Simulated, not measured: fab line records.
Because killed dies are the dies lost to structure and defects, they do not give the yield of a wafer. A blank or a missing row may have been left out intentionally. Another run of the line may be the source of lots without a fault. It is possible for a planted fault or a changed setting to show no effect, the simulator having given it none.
Chamber matching -- flow nand_harc -- 3 sister chambers for NHARC_A_STAIRCASE_DEP_322 on pecvd-01
The step deposits SiO2, target thk 7200 nm. 20 wafers are shown with their chamber, then 10 later ones without.

## WAFERS PAIRED WITH THEIR CHAMBERS
wafer,chamber,heater_power_outer_w (W),heater_power_w (W)
L075.2,2,430,790
L075.4,0,380,637
L075.6,2,382,711
L076.4,1,225,468
L076.5,2,397,688
L076.6,0,387,643
L077.1,2,518,853
L077.5,2,392,709
L077.6,1,229,477
L082.1,0,443,735
L082.4,0,383,668
L082.5,2,401,700
L085.2,2,562,900
L085.3,0,449,737
L085.6,1,280,567
L089.2,0,424,705
L089.4,2,433,769
L089.5,1,286,577
L091.1,2,456,796
L091.4,2,444,767

SIGNATURES (means of the wafers above)
reading,chamber 0,chamber 1,chamber 2,scatter within a chamber
heater_power_outer_w,411.00,255.00,441.50,47.6
heater_power_w,687.50,522.25,768.30,61.2
Rule: a wafer's distance from a chamber is the root of the sum, over the readings, of the square of ((its reading less the chamber's mean) divided by the reading's scatter). If the next closest chamber is less than 2 further off than the closest, the wafer can't be placed; otherwise it belongs to the closest. The scatter: the root of (the sum of the squares of (reading less its chamber's mean) over the shown wafers, divided by (wafers less chambers)).

## WAFERS WHOSE CHAMBER IS MISSING
wafer,heater_power_outer_w (W),heater_power_w (W)
L091.5,286,556
L093.2,295,596
L093.4,441,759
L093.6,367,632
L095.3,285,578
L095.4,286,562
L095.5,444,778
L097.2,562,967
L097.3,338,663
L097.5,441,757

## EACH ONE'S CHAMBER
wafer,from the rows above,in truth
L091.5,1,1
L093.2,can't be placed: 1 or 0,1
L093.4,can't be placed: 2 or 0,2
L093.6,can't be placed: 0 or 2 or 1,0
L095.3,1,1
L095.4,1,1
L095.5,can't be placed: 2 or 0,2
L097.2,can't be placed: 2 or 0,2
L097.3,can't be placed: 0 or 2 or 1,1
L097.5,can't be placed: 2 or 0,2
Correctly placed: 3 of 10. Can't be placed from these rows: 7 (the true chamber is among the candidates in 7). Placed wrongly: 0.
